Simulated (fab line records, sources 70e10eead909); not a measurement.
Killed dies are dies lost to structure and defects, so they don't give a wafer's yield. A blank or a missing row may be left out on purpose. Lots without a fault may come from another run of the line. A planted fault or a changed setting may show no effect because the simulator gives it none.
A struck lot beside a sound one | flow nand_harc | 15 steps out of a route of 1159
Sound: wafers L899.2, L899.3, L899.6. Struck: wafers L910.3, L910.4, L910.5. The cause comes at the end.
At each step with rows: each side's tool, then ch and its chambers, then its first start. Under that, the readings that differ: sound wafers | struck wafers | difference of the means | sigmas: that difference in standard deviations of wafers without a fault.
alike: readings whose means differ by less than 2 such deviations, and words and numbers that are the same on both sides. not compared: withheld readings, readings that some wafer has no value for, bounds like >300 that may hide the same value, and numbers for which the record gives no deviation and whose values overlap.
The two part at a step that has a row with sigmas, a row that says differs or no value, or rows on one side only. Numbers that don't overlap but have no deviation are shown without sigmas and don't part them. A reading that every wafer of one side lacks parts them only if that side has two wafers or more.

NHARC_THIN_TSV_GRIND_00:
  sound on grinder-01 ch 0, day 21 14:17; struck on grinder-01 ch 0, day 22 02:29
  alike: motor_current_A
NHARC_THIN_TSV_CMP_01: polishes.
  sound on cmp-03 ch 1,2, day 21 15:22; struck on cmp-04 ch 0,3, day 22 03:20
  alike: motor_current_A, retaining_ring_pressure_frac
NHARC_THIN_TSV_THK_MEAS_02: measures by ir.
  sound on film_metro-01, day 21 15:37; struck on film_metro-01, day 22 03:35
  alike: thk_nm
then, 3 steps without rows for these wafers: NHARC_THIN_TSV_SRD_03; NHARC_THIN_TSV_PRECLEAN_41 (cleans in SC1); NHARC_THIN_TSV_SRD_42.
NHARC_THIN_TSV_DEP_43: deposits SiO2, target thk 1328.5 nm.
  sound on pecvd-02 ch 1,2, day 21 15:53; struck on pecvd-02 ch 0,2, day 22 03:55
  alike: throttle_valve_pct
then, 5 steps without rows for these wafers: NHARC_THIN_TSV_DEHYDRATE_04 (time 120 s); NHARC_THIN_TSV_HMDS_05 (time 30 s); NHARC_THIN_TSV_COAT_06; NHARC_THIN_TSV_SOFTBAKE_07 (time 95 s); NHARC_THIN_TSV_EBR_08.
NHARC_THIN_TSV_EXPOSE_09: exposes mask TSV.
  sound on krf_scanner-01 ch 0, day 21 16:24; struck on krf_scanner-04 ch 0, day 22 04:23
  reading              | sound             | struck            | difference | sigmas
  exposure_dose_mJ_cm2 | 30.69 30.71 30.68 | 31.23 31.27 31.26 | +0.56      | +18
  alike: mask
then, 1 step without rows for these wafers: NHARC_THIN_TSV_PEB_10 (peb time 85 s).
-- the record jumps here: 2 days lie between the struck wafers' starts before and after (it left off in module THIN_TSV and takes up again in module END, whose first step shown is number 1159 of the route) --
NHARC_END_SORT_01:
  sound on prober-01 ch 0, day 22 17:50; struck on prober-01 ch 0, day 24 09:35
  reading         | sound | struck | difference | sigmas
  killed_at_other | 1 0 0 | 1 3 4  | +2         | +3
  alike: defect_limited_yield, killed_at_array, killed_at_periphery, killed_dies, killed_open, killed_short, sort_bin_2_pct, sort_bin_3_pct, sort_bin_4_pct, sort_n_pass, sort_rim_yield_pct, sort_yield_pct

WHERE THEY PART
First at NHARC_THIN_TSV_EXPOSE_09; last, within this record, at NHARC_END_SORT_01.

WHY: what the simulator had put in
Process parameter drift: krf_scanner-04, from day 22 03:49 on, at NHARC_THIN_TSV_EXPOSE_09. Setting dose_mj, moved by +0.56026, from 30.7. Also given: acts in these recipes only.
